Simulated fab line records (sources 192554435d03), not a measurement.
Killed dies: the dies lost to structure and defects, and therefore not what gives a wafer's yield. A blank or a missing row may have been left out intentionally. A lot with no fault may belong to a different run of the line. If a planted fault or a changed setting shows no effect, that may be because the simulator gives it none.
Which tool was responsible? || flow n5_finfet || 27 wafers from 11 lots sampled at 3 of the route's 1938 steps

== WHAT THE GAUGES READ, wafer by wafer ==
N5_BEOL_M4_RC_MEAS_101. Usual: DIBL_N 36.3 mV/V, standard deviation 1.6; DIBL_P 36.2 mV/V, standard deviation 2; IOFF_N 0.160 nA/um, standard deviation 0.028; IOFF_P 0.21 nA/um, standard deviation 0.036; ION_N 677 uA/um, standard deviation 11; ION_P 465 uA/um, standard deviation 6.9; SS_N 71.5 mV/dec, standard deviation 0.55; SS_P 73.3 mV/dec, standard deviation 0.64; VT_N 250 mV, standard deviation 3; VT_P -250 mV, standard deviation 3.5.
{"lot": "L602", "measured": "day 8 00:02", "on": "prober-02", "DIBL_N (mV/V)": "35.3 36.1 36.5", "DIBL_P (mV/V)": "35.1 35.6 36.0", "IOFF_N (nA/um)": "0.145 0.159 0.167", "IOFF_P (nA/um)": "0.20 0.21 0.22", "ION_N (uA/um)": "682 679 675", "ION_P (uA/um)": "464 471 462", "SS_N (mV/dec)": "70.8 70.7 70.7", "SS_P (mV/dec)": "72.4 72.5 72.9", "VT_N (mV)": "250 248 249", "VT_P (mV)": "-248 -247 -251", "flag": ""}
{"lot": "L604", "measured": "day 9 01:31", "on": "prober-01", "DIBL_N (mV/V)": "37.0 38.2 39.1", "DIBL_P (mV/V)": "35.5 37.4 37.2", "IOFF_N (nA/um)": "0.146 0.175 0.185", "IOFF_P (nA/um)": "0.23 0.26 0.27", "ION_N (uA/um)": "678 678 683", "ION_P (uA/um)": "464 474 467", "SS_N (mV/dec)": "71.7 71.3 72.3", "SS_P (mV/dec)": "72.9 73.4 73.3", "VT_N (mV)": "249 247 247", "VT_P (mV)": "-247 -245 -243", "flag": ""}
{"lot": "L606", "measured": "day 9 10:43", "on": "prober-02", "DIBL_N (mV/V)": "37.8 38.3 40.5", "DIBL_P (mV/V)": "37.0 36.7 40.7", "IOFF_N (nA/um)": "0.155 0.152 0.222", "IOFF_P (nA/um)": "0.22 0.22 0.30", "ION_N (uA/um)": "679 662 699", "ION_P (uA/um)": "473 469 477", "SS_N (mV/dec)": "71.5 71.8 72.4", "SS_P (mV/dec)": "73.6 73.4 74.5", "VT_N (mV)": "251 253 246", "VT_P (mV)": "-249 -248 -244", "flag": ""}
{"lot": "L607", "measured": "day 9 12:29", "on": "prober-01", "DIBL_N (mV/V)": "37.1 37.2 36.6", "DIBL_P (mV/V)": "36.7 35.5 35.7", "IOFF_N (nA/um)": "0.159 0.166 0.150", "IOFF_P (nA/um)": "0.21 0.20 0.19", "ION_N (uA/um)": "679 671 683", "ION_P (uA/um)": "467 459 461", "SS_N (mV/dec)": "72.0 72.2 71.2", "SS_P (mV/dec)": "73.0 72.8 72.2", "VT_N (mV)": "250 247 249", "VT_P (mV)": "-252 -250 -250", "flag": ""}
{"lot": "L608", "measured": "day 9 17:41", "on": "prober-01", "DIBL_N (mV/V)": "37.7 35.0", "DIBL_P (mV/V)": "40.4 36.8", "IOFF_N (nA/um)": "0.219 0.160", "IOFF_P (nA/um)": "0.27 0.20", "ION_N (uA/um)": "702 675", "ION_P (uA/um)": "478 459", "SS_N (mV/dec)": "71.6 71.2", "SS_P (mV/dec)": "74.7 72.7", "VT_N (mV)": "243 250", "VT_P (mV)": "-248 -252", "flag": ""}
{"lot": "L611", "measured": "day 10 22:53", "on": "prober-01", "DIBL_N (mV/V)": "36.8 35.2", "DIBL_P (mV/V)": "39.4 38.0", "IOFF_N (nA/um)": "0.181 0.152", "IOFF_P (nA/um)": "0.22 0.20", "ION_N (uA/um)": "694 671", "ION_P (uA/um)": "470 458", "SS_N (mV/dec)": "72.5 72.0", "SS_P (mV/dec)": "73.3 72.7", "VT_N (mV)": "249 250", "VT_P (mV)": "-252 -255", "flag": ""}
{"lot": "L614", "measured": "day 11 02:11", "on": "prober-01", "DIBL_N (mV/V)": "37.0 36.2", "DIBL_P (mV/V)": "36.9 37.5", "IOFF_N (nA/um)": "0.165 0.169", "IOFF_P (nA/um)": "0.19 0.20", "ION_N (uA/um)": "680 685", "ION_P (uA/um)": "460 469", "SS_N (mV/dec)": "72.2 71.6", "SS_P (mV/dec)": "73.3 73.2", "VT_N (mV)": "249 251", "VT_P (mV)": "-254 -252", "flag": ""}
{"lot": "L615", "measured": "day 11 05:39", "on": "prober-01", "DIBL_N (mV/V)": "37.1 36.4", "DIBL_P (mV/V)": "37.1 36.7", "IOFF_N (nA/um)": "0.172 0.171", "IOFF_P (nA/um)": "0.22 0.21", "ION_N (uA/um)": "685 678", "ION_P (uA/um)": "467 462", "SS_N (mV/dec)": "71.9 72.1", "SS_P (mV/dec)": "73.7 73.8", "VT_N (mV)": "251 249", "VT_P (mV)": "-254 -251", "flag": ""}
{"lot": "L620", "measured": "day 12 16:40", "on": "prober-02", "DIBL_N (mV/V)": "35.7 38.5 37.5", "DIBL_P (mV/V)": "34.2 38.1 35.7", "IOFF_N (nA/um)": "0.147 0.206 0.178", "IOFF_P (nA/um)": "0.22 0.27 0.23", "ION_N (uA/um)": "666 692 697", "ION_P (uA/um)": "458 471 476", "SS_N (mV/dec)": "71.0 72.0 71.6", "SS_P (mV/dec)": "72.6 74.1 73.1", "VT_N (mV)": "250 245 249", "VT_P (mV)": "-248 -246 -250", "flag": ""}
{"lot": "L622", "measured": "day 13 12:34", "on": "prober-02", "DIBL_N (mV/V)": "34.3 34.5", "DIBL_P (mV/V)": "34.8 34.4", "IOFF_N (nA/um)": "0.135 0.128", "IOFF_P (nA/um)": "0.20 0.18", "ION_N (uA/um)": "665 665", "ION_P (uA/um)": "463 462", "SS_N (mV/dec)": "71.1 70.9", "SS_P (mV/dec)": "73.0 73.1", "VT_N (mV)": "251 253", "VT_P (mV)": "-249 -252", "flag": ""}
{"lot": "L623", "measured": "day 13 18:03", "on": "prober-01", "DIBL_N (mV/V)": "36.7 35.5", "DIBL_P (mV/V)": "35.4 34.4", "IOFF_N (nA/um)": "0.172 0.151", "IOFF_P (nA/um)": "0.21 0.20", "ION_N (uA/um)": "682 684", "ION_P (uA/um)": "463 465", "SS_N (mV/dec)": "71.5 71.0", "SS_P (mV/dec)": "73.3 73.7", "VT_N (mV)": "247 246", "VT_P (mV)": "-250 -248", "flag": ""}

N5_PASSIVATION_OVL_MEAS_60. Usual: TV_OVL typically reads -2 nm, with standard deviation 5.2.
{"lot": "L602", "measured": "day 12 01:52", "on": "overlay-02", "TV_OVL (nm)": "-7 -3 -11", "flag": ""}
{"lot": "L604", "measured": "day 13 04:43", "on": "overlay-01", "TV_OVL (nm)": "-1 5 0", "flag": ""}
{"lot": "L606", "measured": "day 13 11:08", "on": "overlay-02", "TV_OVL (nm)": "2 -6 -5", "flag": ""}
{"lot": "L607", "measured": "day 13 06:47", "on": "overlay-02", "TV_OVL (nm)": "-2 -12 -6", "flag": ""}
{"lot": "L608", "measured": "day 13 16:04", "on": "overlay-01", "TV_OVL (nm)": "-5 -6", "flag": ""}
{"lot": "L611", "measured": "day 14 20:43", "on": "overlay-02", "TV_OVL (nm)": 0, "flag": ""}
{"lot": "L614", "measured": "day 15 08:34", "on": "overlay-02", "TV_OVL (nm)": -5, "flag": ""}
{"lot": "L615", "measured": "day 15 10:27", "on": "overlay-01", "TV_OVL (nm)": 3, "flag": ""}
{"lot": "L620", "measured": "day 16 21:17", "on": "overlay-02", "TV_OVL (nm)": "3 -13 -2", "flag": ""}
{"lot": "L622", "measured": "day 17 12:13", "on": "overlay-01", "TV_OVL (nm)": "-4 -2", "flag": ""}
{"lot": "L623", "measured": "day 18 02:27", "on": "overlay-01", "TV_OVL (nm)": "-1 -8", "flag": ""}

== WHICH TOOL RAN EACH LOT (tool, then ch and the chambers of the sampled wafers, then the start) ==
{"lot": "L602", "N5_MIM_TOP_SPUTTER_03": "pvd_sputter-02, day 11 21:23"}
{"lot": "L604", "N5_MIM_TOP_SPUTTER_03": "pvd_sputter-03, day 13 01:45"}
{"lot": "L606", "N5_MIM_TOP_SPUTTER_03": "pvd_sputter-02, day 13 06:08"}
{"lot": "L607", "N5_MIM_TOP_SPUTTER_03": "pvd_sputter-02, day 13 02:04"}
{"lot": "L608", "N5_MIM_TOP_SPUTTER_03": "pvd_sputter-01, day 13 12:39"}
{"lot": "L611", "N5_MIM_TOP_SPUTTER_03": "pvd_sputter-02, day 14 17:27"}
{"lot": "L614", "N5_MIM_TOP_SPUTTER_03": "pvd_sputter-02, day 15 04:04"}
{"lot": "L615", "N5_MIM_TOP_SPUTTER_03": "pvd_sputter-02, day 15 04:54"}
{"lot": "L620", "N5_MIM_TOP_SPUTTER_03": "pvd_sputter-03, day 16 16:47"}
{"lot": "L622", "N5_MIM_TOP_SPUTTER_03": "pvd_sputter-03, day 17 09:02"}
{"lot": "L623", "N5_MIM_TOP_SPUTTER_03": "pvd_sputter-03, day 17 22:26"}
- N5_MIM_TOP_SPUTTER_03: material TiN, target thk 35 nm, time 89.7 s.

== WHAT THE TOOLS THEMSELVES READ (means of the sampled wafers that have a number; where no wafer has one, the mark that the record gives instead) ==
N5_MIM_TOP_SPUTTER_03. Usual: susceptor_temp_C 199.97 C, standard deviation 0.16; throttle_valve_pct 30.1 %, standard deviation 0.85.
{"lot": "L602", "tool": "pvd_sputter-02", "susceptor_temp_C (C)": 200.02, "throttle_valve_pct (%)": 29.2, "flag": ""}
{"lot": "L604", "tool": "pvd_sputter-03", "susceptor_temp_C (C)": 200.10, "throttle_valve_pct (%)": 31.4, "flag": ""}
{"lot": "L606", "tool": "pvd_sputter-02", "susceptor_temp_C (C)": 200.01, "throttle_valve_pct (%)": 29.3, "flag": ""}
{"lot": "L607", "tool": "pvd_sputter-02", "susceptor_temp_C (C)": 199.89, "throttle_valve_pct (%)": 29.4, "flag": ""}
{"lot": "L608", "tool": "pvd_sputter-01", "susceptor_temp_C (C)": 200.00, "throttle_valve_pct (%)": 29.9, "flag": ""}
{"lot": "L611", "tool": "pvd_sputter-02", "susceptor_temp_C (C)": 199.94, "throttle_valve_pct (%)": 29.8, "flag": ""}
{"lot": "L614", "tool": "pvd_sputter-02", "susceptor_temp_C (C)": 200.08, "throttle_valve_pct (%)": 29.6, "flag": ""}
{"lot": "L615", "tool": "pvd_sputter-02", "susceptor_temp_C (C)": 199.77, "throttle_valve_pct (%)": 30.1, "flag": ""}
{"lot": "L620", "tool": "pvd_sputter-03", "susceptor_temp_C (C)": 199.87, "throttle_valve_pct (%)": 30.8, "flag": ""}
{"lot": "L622", "tool": "pvd_sputter-03", "susceptor_temp_C (C)": 199.93, "throttle_valve_pct (%)": 29.6, "flag": ""}
{"lot": "L623", "tool": "pvd_sputter-03", "susceptor_temp_C (C)": 199.84, "throttle_valve_pct (%)": 30.6, "flag": ""}

== THE ANSWER, worked out from the rows above alone ==
Rule: lot off if the mean of its wafers having a number is beyond 3 standard deviations from the usual mean. Also off: a lot with no number at a reading for which 4 or more lots have one. Any other lot the step has rows for is counted as sound. After the gauges, taken in route order, come the tools' own readings; for these a lot's mean is taken, as printed above. At the first step where some lot is off, the reading lying furthest off is the one used; lots without a number count as furthest.
No lot is off on any of the readings shown, so nothing can be concluded from this.

== WHAT THE SIMULATOR HAD PUT IN ==
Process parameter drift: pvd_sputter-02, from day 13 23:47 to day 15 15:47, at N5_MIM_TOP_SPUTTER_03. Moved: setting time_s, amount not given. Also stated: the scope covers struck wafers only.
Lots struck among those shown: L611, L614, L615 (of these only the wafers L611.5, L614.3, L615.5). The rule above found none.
